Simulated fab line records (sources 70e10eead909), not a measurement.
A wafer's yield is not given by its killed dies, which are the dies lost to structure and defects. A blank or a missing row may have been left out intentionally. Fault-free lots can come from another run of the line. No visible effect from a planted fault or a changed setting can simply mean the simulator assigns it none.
What tool caused it? + flow nand harc + route of 1159 steps, sampled at 1 step: 11 lots, 33 wafers

WHAT EACH GAUGE READ, for each wafer
NHARC_A_CONTACT_OVL_MEAS_09.
| lot  | measured     | on         | overlay x nm (nm) |
|------|--------------|------------|-------------------|
| L776 | day 16 18:57 | overlay-01 | -0.4 -0.2 -0.5    |
| L775 | day 17 01:00 | overlay-01 | -1.0 -0.9 -0.5    |
| L778 | day 17 06:11 | overlay-02 | -0.6 -0.7 -1.0    |
| L777 | day 17 07:24 | overlay-02 | 0.0 -0.6 0.4      |
| L780 | day 18 16:50 | overlay-02 | -0.5 -0.2 -0.2    |
| L783 | day 18 20:23 | overlay-01 | 1.2 0.6 0.9       |
| L785 | day 19 06:43 | overlay-02 | -0.2 -0.5 -0.7    |
| L784 | day 19 08:50 | overlay-02 | 0.2 0.3 0.0       |
| L788 | day 19 23:08 | overlay-01 | 0.5 0.3 1.0       |
| L787 | day 20 01:44 | overlay-01 | -0.7 -0.4 -1.1    |
| L796 | day 22 05:20 | overlay-02 | 0.4 0.4 0.6       |

TOOL THAT RAN EACH LOT (tool first, then ch and the chambers of the sampled wafers, then the start)
There is no process step in the record ahead of these readings.

THE ANSWER, worked out from the rows above alone
Rule: the lots themselves supply what counts as usual. Put in order of their means at a reading, lots are off if they are a third of the lots or fewer, leave a main group of 4 or more, and stand apart from it by a gap of 3 or more times the standard deviation of the main group's means; of several such gaps the widest counts. The tables above print the reading to a certain number of digits; a main group whose means all agree to those digits is not used. Also off: a lot with no number at a reading for which 4 or more lots have one. All remaining lots with rows at the step are treated as sound.
No lot is off on any of the readings shown, so nothing can be concluded from this.

WHAT WAS PUT IN BY THE SIMULATOR
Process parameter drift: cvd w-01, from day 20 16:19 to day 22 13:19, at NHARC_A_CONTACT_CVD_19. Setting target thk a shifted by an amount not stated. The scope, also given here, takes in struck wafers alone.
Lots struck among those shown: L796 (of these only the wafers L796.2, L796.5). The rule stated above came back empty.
